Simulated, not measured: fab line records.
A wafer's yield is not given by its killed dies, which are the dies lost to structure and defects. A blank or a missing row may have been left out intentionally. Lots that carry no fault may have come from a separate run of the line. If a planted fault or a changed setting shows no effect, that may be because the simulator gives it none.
Matching of chambers | flow nandHarc | NHARC_A_CHANNEL_HOLE_D1_ETCH_34 on rieDiel-09: 4 sister chambers
The step etches the open film in CF4/CHF3, target depth 154 nm, time 77 s. 23 wafers are shown with their chamber, then 11 later ones without.

## WAFERS WITH THEIR CHAMBER
wafer  | chamber | showerheadPlenumPTorr (Torr) | drypumpMotorCurrentA (A) | rfVppV (V)
L658.2 | 3       | 1.57                         | 4.9                      | 370.1
L658.3 | 2       | 1.66                         | 5.7                      | 372.0
L658.5 | 3       | 1.57                         | 4.8                      | 369.8
L657.1 | 3       | 1.57                         | 4.8                      | 369.5
L657.5 | 2       | 1.66                         | 5.7                      | 372.7
L657.6 | 3       | 1.57                         | 4.8                      | 369.3
L659.2 | 0       | 1.63                         | 5.6                      | 372.4
L659.4 | 3       | 1.57                         | 4.8                      | 370.9
L659.6 | 2       | 1.66                         | 5.7                      | 374.6
L661.1 | 2       | 1.66                         | 5.7                      | 372.6
L661.2 | 1       | 1.64                         | 6.3                      | 371.6
L661.5 | 1       | 1.64                         | 6.3                      | 370.8
L664.2 | 3       | 1.57                         | 4.9                      | 371.2
L664.4 | 2       | 1.65                         | 5.7                      | 372.8
L664.6 | 2       | 1.65                         | 5.7                      | 374.1
L665.1 | 2       | 1.65                         | 5.7                      | 373.3
L665.2 | 0       | 1.63                         | 5.7                      | 371.8
L665.5 | 0       | 1.63                         | 5.6                      | 371.8
L666.2 | 2       | 1.65                         | 5.7                      | 372.9
L666.4 | 3       | 1.57                         | 4.9                      | 372.1
L666.6 | 2       | 1.65                         | 5.7                      | 373.5
L667.3 | 0       | 1.63                         | 5.6                      | 372.6
L667.4 | 0       | 1.63                         | 5.6                      | 372.9

SIGNATURES, as means of the wafers listed above
reading               | chamber 0 | chamber 1 | chamber 2 | chamber 3 | scatter within a chamber
showerheadPlenumPTorr | 1.6300    | 1.6400    | 1.6544    | 1.5700    | 0.00342
drypumpMotorCurrentA  | 5.620     | 6.300     | 5.700     | 4.843     | 0.0364
rfVppV                | 372.300   | 371.200   | 373.167   | 370.414   | 0.817
Rule: for a wafer and a chamber, the distance is found by dividing, reading by reading, the gap between the wafer's reading and the chamber's mean by the reading's scatter, squaring, summing and taking the root. The wafer belongs to the nearest chamber; if the next one is less than 2 further off, it can't be placed. How the scatter is found: for the shown wafers, subtract from each reading the mean of its chamber, square and add these, divide the total by (wafers less chambers), then take the root.

## WAFERS WITH NO CHAMBER GIVEN
wafer  | showerheadPlenumPTorr (Torr) | drypumpMotorCurrentA (A) | rfVppV (V)
L667.5 | 1.65                         | 5.8                      | 372.7
L668.4 | 1.65                         | 5.7                      | 373.2
L668.6 | 1.56                         | 4.8                      | 371.7
L669.3 | 1.64                         | 6.4                      | 373.3
L669.6 | 1.65                         | 5.7                      | 372.8
L678.3 | 1.65                         | 5.7                      | 372.7
L678.4 | 1.56                         | 4.9                      | 371.4
L678.6 | 1.56                         | 4.9                      | 369.4
L679.3 | 1.56                         | 4.9                      | 369.8
L679.4 | 1.65                         | 5.7                      | 373.8
L679.5 | 1.64                         | 6.4                      | 372.8

## THE CHAMBER EACH PASSED THROUGH
wafer  | from the rows above | in truth
L667.5 | 2                   | 2
L668.4 | 2                   | 2
L668.6 | 3                   | 3
L669.3 | 1                   | 1
L669.6 | 2                   | 2
L678.3 | 2                   | 2
L678.4 | 3                   | 3
L678.6 | 3                   | 3
L679.3 | 3                   | 3
L679.4 | 2                   | 2
L679.5 | 1                   | 1
Correct placement for 11 of the 11. From these rows, 0 cannot be placed. Wrongly placed: 0.
